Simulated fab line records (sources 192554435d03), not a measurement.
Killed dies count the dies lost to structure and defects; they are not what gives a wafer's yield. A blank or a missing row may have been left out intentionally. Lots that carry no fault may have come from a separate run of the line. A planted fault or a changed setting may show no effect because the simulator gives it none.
A struck lot beside a sound one ; flow n5Finfet ; 37 steps out of a route of 1938
Sound: the wafers L882.1, L882.2, L882.5. Wafers struck: L887.3, L887.4, L887.6. Last of all comes the cause.
Each step with rows lists, per side, the tool, then ch with its chambers, then its first start. Under that, the readings that differ: sound wafers ; struck wafers ; difference of the means ; sigmas: that difference in standard deviations of wafers without a fault.
alike: words and numbers the same on both sides, and readings whose means are apart by under 2 such deviations; not compared: readings that were withheld, readings missing a value for some wafer, numbers with overlapping values and no deviation given by the record, and bounds like >300 which may hide the same value.
Wherever a step has rows on one side only, a row that says differs or no value, or a row with sigmas, the two part there. When numbers do not overlap yet have no deviation, they are printed without sigmas and do not part them. A reading that every wafer of one side lacks parts them only if that side has two wafers or more.

first, 9 steps without rows for these wafers: N5_BEOL_M11_PEB_26 (peb time 60 s); N5_BEOL_M11_DEVELOP_27 (develop time 30 s); N5_BEOL_M11_DESCUM_33 (chemistry O2, time 7.9 s); N5_BEOL_M11_ETCH_65 (etches SiARC in CF4, target depth 39 nm, time 65 s); N5_BEOL_M11_ETCH_66 (etches SOC in N2/H2, target depth 120 nm, overetch 24 nm, time 180 s); N5_BEOL_M11_STRIP_69 (strips in N2/H2); N5_BEOL_M11_VIA_ETCH_34 (etches SiCOH lowk in C4F6/O2, target depth 184.5 nm, time 69.2 s); N5_BEOL_M11_STRIP_73 (strips in C4F6/O2); N5_BEOL_M11_STRIP_36 (strips in N2/H2).
N5_BEOL_M11_TRENCH_ETCH_37: etches SiCOH lowk in C4F6/O2, target depth 148.83 nm, time 48 s.
  sound on rieDiel-06 ch 1,3, day 15 01:14; struck on rieDiel-06 ch 0,2,3, day 15 12:29
reading;sound;struck;difference;sigmas
model.BEOL_M11.featureDepthNm (nm);144.8 149.2 145.6;85.8 84.8 86.8;-60.7;
model.etch.depthNm (nm);144.8 149.2 145.6;85.78 84.83 86.88;-60.70;
model.TiN_of_BEOL_M11_HM_DEP_02.thkNm (nm);16 15.6 15.6;17.2 18 17.6;+1.9;
  alike: drypumpMotorCurrentA, oesProductAu, rfVppV, showerheadPlenumPTorr, throttleValvePct
  not compared: rfHoursCounterH
then, 2 steps without rows for these wafers: N5_BEOL_M11_ETCH_41 (etches SiCN in CH3F/O2, target depth 42.6 nm, time 86 s); N5_BEOL_M11_STRIP_77 (strips in N2/H2, time 10 s).
N5_BEOL_M11_OCD_MEAS_38:
  struck on ocd-01, day 15 12:41; sound on ocd-01, day 15 01:25
reading;sound;struck;difference;sigmas
trenchDepthNm (nm);144.8 149.3 145.6;86.4 84.8 87.2;-60.4;-29
then, 13 steps without rows for these wafers: N5_BEOL_M11_HM_STRIP_39 (strips TiN in peroxide tin strip, target depth 25 nm, time 158 s); N5_BEOL_M11_SRD_40 (time 30 s); N5_BEOL_M11_PRECLEAN_42 (cleans in residue remover, time 60 s); N5_BEOL_M11_SRD_43 (time 30 s); N5_BEOL_M11_CURE_72 (cures SiCOH lowk, time 120 s); N5_BEOL_M11_DEGAS_44 (time 60 s); N5_BEOL_M11_PRE_CLEAN_45 (time 30 s); N5_BEOL_M11_ALD_74 (deposits TaN, target thk 2 nm, pulse time 2 s, purge time 3 s); N5_BEOL_M11_SURFACE_TREAT_76; N5_BEOL_M11_CVD_75 (deposits Co from CCTBA/H2, target thk 2 nm, time 138.9 s); N5_BEOL_M11_SPUTTER_48 (material Cu, target thk 12 nm, time 2 s); N5_BEOL_M11_ECD_50 (material Cu, target thk 318 nm); N5_BEOL_M11_ANNEAL_51 (time 90 s).
N5_BEOL_M11_CMP_52: polishes, stops on SiCOH lowk, t overpolish 7 s, target thk 140 nm.
  sound on cmp-01 ch 1,3, day 15 03:38; struck on cmp-01 ch 0,1,3, day 15 16:05
reading;sound;struck;difference;sigmas
model.Cu_of_BEOL_M11_ECD_50.thkNm (nm);136.6 139.4 136;76.8 75 77.4;-60.9;
  alike: motorCurrentA
N5_BEOL_M11_THK_MEAS_53: measures by xrf.
  struck on filmMetro-02, day 15 16:20; sound on filmMetro-01, day 15 03:56
reading;sound;struck;difference;sigmas
M11_THK (nm);136.4 140.1 136.0;75.9 74.2 76.3;-62.0;-25
then, 2 steps without rows for these wafers: N5_BEOL_M11_PRE_CLEAN_55 (time 15 s); N5_BEOL_M11_DEP_56 (deposits SiCN from 3MS/NH3, target thk 30 nm, time 10.5 s).
N5_BEOL_M11_RS_MEAS_57: uses a four-point probe to measure.
  struck on filmMetro-01, day 15 16:28; sound on filmMetro-01, day 15 04:04
reading;sound;struck;difference;sigmas
M11_RS (ohm/sq);0.1548 0.1512 0.1558;0.2986 0.3072 0.2966;+0.1469;+54
then, 5 steps without rows for these wafers: N5_BEOL_M12_ILD_DEP_00 (deposits SiOC from DEMS/O2, target thk 658.92 nm, time 130.7 s); N5_BEOL_M12_COAT_58 (time 60 s, resist thk 89 nm); N5_BEOL_M12_COAT_04 (resist thk 400 nm); N5_BEOL_M12_EBR_06; N5_BEOL_M12_SOFTBAKE_05 (time 60 s).
N5_BEOL_M15_RC_MEAS_101:
  sound on prober-01 ch 0, day 16 04:34; struck on prober-01 ch 0, day 16 17:21
reading;sound;struck;difference;sigmas
COMB_M10 (S/m);2.2e-11 2e-11 1.8e-11;1.2e-11 1.1e-11 1.2e-11;-8.3e-12;-2
SERP_M11 (ohm/um);3.09 3.06 3.19;5.96 6.29 5.85;+2.92;+40
SERP_M11_max_site (ohm/um);3.20 3.14 3.21;6.06 6.39 6.34;+3.08;+39
SERP_M9 (ohm/um);3.10 3.14 3.08;2.93 2.93 2.96;-0.17;-2
  alike: COMB_M12, COMB_M13, COMB_M14, COMB_M15, COMB_M5, COMB_M6, COMB_M7, COMB_M8, COMB_M9, SERP_M10, SERP_M12, SERP_M13, SERP_M14, SERP_M5, SERP_M6, SERP_M7, SERP_M8

WHERE THEY PART
At N5_BEOL_M11_OCD_MEAS_38 first; at N5_BEOL_M15_RC_MEAS_101 last (within this record only).

WHY: what the simulator had put in
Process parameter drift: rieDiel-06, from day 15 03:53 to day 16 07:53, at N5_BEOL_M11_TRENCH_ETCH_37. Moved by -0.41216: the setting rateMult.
